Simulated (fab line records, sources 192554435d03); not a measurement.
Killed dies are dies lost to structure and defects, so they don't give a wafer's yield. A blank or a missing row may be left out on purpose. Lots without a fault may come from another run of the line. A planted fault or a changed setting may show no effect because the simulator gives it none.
Split-lot experiment | flow n5_finfet | 7 lots, 39 wafers read, on a route of 1938 steps

THE SPLIT
At N5_HKMG_FIN_ETCH_58 (etches SOC in N2/H2, target depth 215.8 nm, time 741 s), the setting target_depth_a was moved away from the recipe's 2158 angstrom on 12 of the 39 wafers read, by -27.5% to +40.1%. The other wafers ran this setting at the recipe's value.

The file shows no step between the split and the reading.

THE READING
SOC_of_HKMG_FIN_COAT_41.thk_nm (the simulator's own value, which no gauge read), in nm, at N5_HKMG_FIN_STRIP_93 (strips SOC in N2/H2, time 20 s). The file gives no usual value for it. The 27 wafers here that ran the recipe average 74.7 nm, standard deviation 2.3 nm.

wafer  | tool, chamber at the split | target_depth_a as run, angstrom | against the recipe | SOC_of_HKMG_FIN_COAT_41.thk_nm, nm | against lot-mates on the recipe
L074.1 | rie_diel-05, 3             | 2158                            | recipe             | 79.2                               | -
L074.2 | rie_diel-05, 0             | 2158                            | recipe             | 74.8                               | -
L074.3 | rie_diel-05, 2             | 1565                            | -27.5%             | 135.8                              | +59.0
L074.4 | rie_diel-05, 1             | 1565                            | -27.5%             | 129.6                              | +52.8
L074.5 | rie_diel-05, 2             | 2158                            | recipe             | 76.4                               | -
L074.6 | rie_diel-05, 1             | 1565                            | -27.5%             | 131.2                              | +54.4
L086.3 | rie_diel-05, 3             | 2158                            | recipe             | 79.8                               | -
L086.5 | rie_diel-05, 3             | 2158                            | recipe             | 78.6                               | -
L086.6 | rie_diel-05, 2             | 2158                            | recipe             | 72.4                               | -
L089.1 | rie_diel-04, 0             | 2868                            | +32.9%             | 2.4                                | -70.3
L089.2 | rie_diel-04, 3             | 2868                            | +32.9%             | 0                                  | -72.7
L089.5 | rie_diel-04, 1             | 2868                            | +32.9%             | 0                                  | -72.7
L089.3 | rie_diel-04, 1             | 2158                            | recipe             | 71.6                               | -
L089.4 | rie_diel-04, 2             | 2158                            | recipe             | 71.8                               | -
L089.6 | rie_diel-04, 0             | 2158                            | recipe             | 74.6                               | -
L090.1 | rie_diel-06, 2             | 2158                            | recipe             | 70.8                               | -
L090.2 | rie_diel-06, 3             | 2158                            | recipe             | 74.2                               | -
L090.3 | rie_diel-06, 1             | 2158                            | recipe             | 76.4                               | -
L090.4 | rie_diel-06, 0             | 2158                            | recipe             | 77.6                               | -
L090.5 | rie_diel-06, 0             | 2158                            | recipe             | 76.6                               | -
L090.6 | rie_diel-06, 3             | 2158                            | recipe             | 74.8                               | -
L092.1 | rie_diel-06, 3             | 3024                            | +40.1%             | 0                                  | -74.1
L092.4 | rie_diel-06, 0             | 3024                            | +40.1%             | 0                                  | -74.1
L092.5 | rie_diel-06, 3             | 3024                            | +40.1%             | 0                                  | -74.1
L092.2 | rie_diel-06, 2             | 2158                            | recipe             | 75                                 | -
L092.3 | rie_diel-06, 0             | 2158                            | recipe             | 75                                 | -
L092.6 | rie_diel-06, 2             | 2158                            | recipe             | 72.2                               | -
L093.1 | rie_diel-06, 3             | 2158                            | recipe             | 74.4                               | -
L093.2 | rie_diel-06, 1             | 2158                            | recipe             | 74.2                               | -
L093.3 | rie_diel-06, 2             | 2158                            | recipe             | 72.6                               | -
L093.4 | rie_diel-06, 0             | 2158                            | recipe             | 73                                 | -
L093.5 | rie_diel-06, 0             | 2158                            | recipe             | 76.6                               | -
L093.6 | rie_diel-06, 3             | 2158                            | recipe             | 73.2                               | -
L097.1 | rie_diel-06, 2             | 1653                            | -23.4%             | 124.8                              | +51.2
L097.2 | rie_diel-06, 3             | 2158                            | recipe             | 74.2                               | -
L097.3 | rie_diel-06, 1             | 1653                            | -23.4%             | 125.4                              | +51.8
L097.4 | rie_diel-06, 0             | 2158                            | recipe             | 74                                 | -
L097.5 | rie_diel-06, 3             | 1653                            | -23.4%             | 124                                | +50.4
L097.6 | rie_diel-06, 2             | 2158                            | recipe             | 72.6                               | -

THE FIT
A straight line over all 39 wafers: SOC_of_HKMG_FIN_COAT_41.thk_nm changes by -2.05 nm for each +1% of target_depth_a; r = -1.00; the points scatter about the line by 3.6 nm.
The same after taking each lot's own level away (the mean of its wafers on the recipe; 39 wafers): -2.02 nm for each +1%; r = -1.00; scatter 3.3 nm.
On that fit, the largest move of target_depth_a shifts the reading by 81 nm.
The lots' own levels span 72.67 to 76.93 nm, that is 1.9 times the standard deviation above.
So the lot-to-lot level changes the slope little: the two slopes agree.
Check: with one of the wafers moved furthest among these (+40.1%) left out of the fit, the line predicts -81.7 nm for it against its lot-mates. It came out at -74.1 nm against them.

OTHER SPLITS ON THESE WAFERS
These wafers also went through other splits before the reading. Each is held against what the fit with the lots' levels taken away leaves over:
other split on the same wafers                 | wafers away from the commonest value | r with SOC_of_HKMG_FIN_COAT_41.thk_nm (lot level and that fit taken away)
N5_PMOS_HMC_CHANNEL_EPI_HM_DEP_34 target_thk_a | 12                                   | -0.27
N5_SD_EPI_N_ETCH_16 target_depth_a             | 15                                   | +0.12

THE WHOLE CHAIN: every reading that the file lists as answering this split, in the file's order
step                 | what it does                                           | reading                                                                         | change (the file's fit)              | r (the file's)
N5_HKMG_FIN_ETCH_58  | etches SOC in N2/H2, target depth 215.8 nm, time 741 s | etch.depth_nm (the simulator's own value, which no gauge read)                  | +2.13 nm for each +1% of the setting | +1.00
N5_HKMG_FIN_ETCH_58  | etches SOC in N2/H2, target depth 215.8 nm, time 741 s | HKMG_FIN.feature_depth_nm (the simulator's own value, which no gauge read)      | +2.13 nm for each +1% of the setting | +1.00
N5_HKMG_FIN_ETCH_58  | etches SOC in N2/H2, target depth 215.8 nm, time 741 s | SOC_of_HKMG_FIN_COAT_41.thk_nm (the simulator's own value, which no gauge read) | -2.14 nm for each +1% of the setting | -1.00
N5_HKMG_FIN_STRIP_93 | strips SOC in N2/H2, time 20 s                         | SOC_of_HKMG_FIN_COAT_41.thk_nm (the simulator's own value, which no gauge read) | -2.02 nm for each +1% of the setting | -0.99

THE FILE'S OWN FIT
SOC_of_HKMG_FIN_COAT_41.thk_nm changes by -2.02 nm for each +1% of target_depth_a, r = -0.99.
